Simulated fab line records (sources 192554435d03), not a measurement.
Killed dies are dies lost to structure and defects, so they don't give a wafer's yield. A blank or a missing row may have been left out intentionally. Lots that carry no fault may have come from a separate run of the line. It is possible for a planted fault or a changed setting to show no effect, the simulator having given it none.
fab line records | flow n5Finfet
[record] lots = 7 | wafers = 21
route steps=1938 shown BEOL_M15@1802
startH: the number of hours between the record's first day and the start of the first shown wafer of the lot | waitH: how many hours have passed since the lot's step before this one | " the same as in the row above | L1.1+2: a single row standing in for several wafers | - no value present, or no start provided | * or withheld: withheld | < > ~ a bound
route shown NAME@n: names a module that has steps shown in the file, with the first one's number in the route | usual: mean/standard deviation of fault-free wafers | same: alike in all rows | chamber/n: place in a boat | sites: each site's reading | _std_site: their standard deviation | _edge_site: inner sites' mean taken away from outer sites' mean | radiusMm: for every site, how far away it sits from the centre of the wafer | mask NAME#n: copy n | behind: the tool/chamber that last shaped the wafer | hold: why the lot went on hold/how many hours it stayed there/how the hold came to an end | device: names the non-switching transistor (n, p or np) | end of line: tests of these same wafers at the route's end | where a step has no rows: the recipe by itself | killed: not the wafer's yield, but the dies lost to structure and defects at the first sort | map: the dies of a wafer, with x for killed, . for not killed, _ for no die there
set.NAME: the setting that was run; set.NAME@STEP: the one run at that earlier step | model.NAME: the simulator's own value behind a step, which no gauge read
one table per step and one row per wafer, for lots whose settings were changed on purpose
[[steps]]
[step N5_BEOL_M15_DEVELOP_27]
[recipe] developTimeS = 45 | rinseLiquid = diw | dry = airSpin | devTempC = 21
lot.wafer  | tool          | chamber | startH | waitH | set.developTimeS
L077.2+4+5 | lithoTrack-03 | 0       | -      | -     | 45
L076.1+2+6 | lithoTrack-03 | 0       | -      | -     | 45
L081.4     | lithoTrack-01 | 0       | -      | -     | 53.93
L081.5+6   | "             | 0       | "      | "     | 45
L080.2+6   | lithoTrack-04 | 0       | -      | -     | 45
L080.5     | "             | 0       | "      | "     | 39.91
L084.1     | lithoTrack-03 | 0       | -      | -     | 49.58
L084.4+5   | "             | 0       | "      | "     | 45
L085.2+3+5 | lithoTrack-04 | 0       | -      | -     | 48.27
L095.1+2+5 | lithoTrack-01 | 0       | -      | -     | 45
[step N5_BEOL_M15_HARDBAKE_32]
[recipe] tempC = 130 | timeS = 120
[step N5_BEOL_M15_DESCUM_33]
[recipe] chemistry = O2 | timeS = 7.9 | sourcePowerW = 50 | biasPowerW = 20 | pressureMtorr = 20 | rfFrequencyHz = 2.712e+07 | tempC = 40 | o2FlowSccm = 225
[step N5_BEOL_M15_ETCH_61]
[recipe] chemistry = N2/H2 | target = BARC | targetDepthA = 890 | overetchA = 267 | timeS = 67.9 | ionEnergyEv = 200 | pressureMtorr = 30 | sourceW = 840 | biasW = 150 | n2FlowSccm = 200 | h2FlowSccm = 200
[step N5_BEOL_M15_TRENCH_ETCH_34]
[recipe] chemistry = C4F8/O2/Ar | target = SiO2 | targetDepthA = 8729.3 | heInnerTorr = 15 | heOuterTorr = 30 | timeS = 199 | ionEnergyEv = 800 | pressureMtorr = 20 | sourceW = 1905 | biasW = 2040 | Ar_flow_sccm = 400 | C4F8_flow_sccm = 16 | O2_flow_sccm = 12
lot.wafer | tool       | chamber | startH | waitH | set.spinRpm@BEOL_M15_COAT_22 | model.coat_of_BEOL_M15_COAT_22.thkNm
L077.2    | rieDiel-05 | 0       | 265.19 | 0.0   | 1704                         | 530
L077.4    | "          | 2       | "      | "     | 1704                         | 547.6
L077.5    | "          | 0       | "      | "     | 1704                         | 533.2
L076.1    | rieDiel-03 | 0       | 271.27 | 0.0   | 1704                         | 543.2
L076.2    | "          | 2       | "      | "     | 1552                         | 582.8
L076.6    | "          | 3       | "      | "     | 1552                         | 566.4
L081.4    | rieDiel-01 | 2       | 279.07 | 0.0   | 1704                         | 537.8
L081.5    | "          | 0       | "      | "     | 1867                         | 505.8
L081.6    | "          | 3       | "      | "     | 1704                         | 551.4
L080.2    | rieDiel-05 | 0       | 296.13 | 0.0   | 1577                         | 566.8
L080.5    | "          | 1       | "      | "     | 1704                         | 560.4
L080.6    | "          | 2       | "      | "     | 1704                         | 552
L084.1    | rieDiel-05 | 2       | 325.01 | 0.0   | 1845                         | 516.6
L084.4    | "          | 3       | "      | "     | 1845                         | 503.4
L084.5    | "          | 2       | "      | "     | 1704                         | 549.2
L085.2    | rieDiel-03 | 3       | 332.04 | 0.0   | 1795                         | 505.4
L085.3+5  | "          | 2       | "      | "     | 1704                         | 536.4
L095.1    | rieDiel-03 | 3       | 389.03 | 0.0   | 1839                         | 499.8
L095.2    | "          | 1       | "      | "     | 1839                         | 511.2
L095.5    | "          | 3       | "      | "     | 1839                         | 499.6
[step N5_BEOL_M15_SPUTTER_44]
[recipe] material = Ta | targetThkA = 150 | tempC = 50 | biasV = 80 | powerW = 15000 | chamberPressurePa = 0.07 | timeS = 24.19
lot.wafer | tool          | chamber | startH | waitH | set.powerW | model.Ta_of_BEOL_M15_SPUTTER_44.thkNm
L077.2    | pvdSputter-03 | -       | 266.61 | 0.0   | 15000      | 15.4
L077.4+5  | "             | -       | "      | "     | 15000      | 15.2
L076.1    | pvdSputter-02 | -       | 276.54 | 0.0   | 15000      | 15.2
L076.2    | "             | -       | "      | "     | 17470      | 17.4
L076.6    | "             | -       | "      | "     | 17470      | 17.8
L081.4    | pvdSputter-02 | -       | 286.44 | 0.0   | 15000      | 15.2
L081.5    | "             | -       | "      | "     | 16900      | 16.8
L081.6    | "             | -       | "      | "     | 16900      | 16.6
L080.2    | pvdSputter-01 | -       | 298.29 | 0.0   | 15000      | 15.4
L080.5    | "             | -       | "      | "     | 15000      | 15.2
L080.6    | "             | -       | "      | "     | 17520      | 17.6
L084.1    | pvdSputter-02 | -       | 331.32 | 0.0   | 17630      | 17.6
L084.4    | "             | -       | "      | "     | 15000      | 14.8
L084.5    | "             | -       | "      | "     | 17630      | 17.4
L085.2+5  | pvdSputter-03 | -       | 333.10 | 0.0   | 15000      | 15.2
L085.3    | "             | -       | "      | "     | 17210      | 17.2
L095.1    | pvdSputter-03 | -       | 390.29 | 0.0   | 15000      | 14.6
L095.2    | "             | -       | "      | "     | 15000      | 15
L095.5    | "             | -       | "      | "     | 16340      | 16.6
[[key]]
[split] step = N5_BEOL_M15_DEVELOP_27 | setting = developTimeS | stated = 45 | by = wafer
response none clear
[split] step = N5_BEOL_M15_SPUTTER_44 | setting = powerW | stated = 15000 | by = wafer
[response] step = N5_BEOL_M15_SPUTTER_44 | reading = model.Ta_of_BEOL_M15_SPUTTER_44.thkNm | change = +0.144 | per = 1% | r = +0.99
split outsideThisFile step=N5_BEOL_M15_COAT_22 setting=spinRpm
// split outsideThisFile: this setting was split too, and the file shows its column; the key of that split is in another file
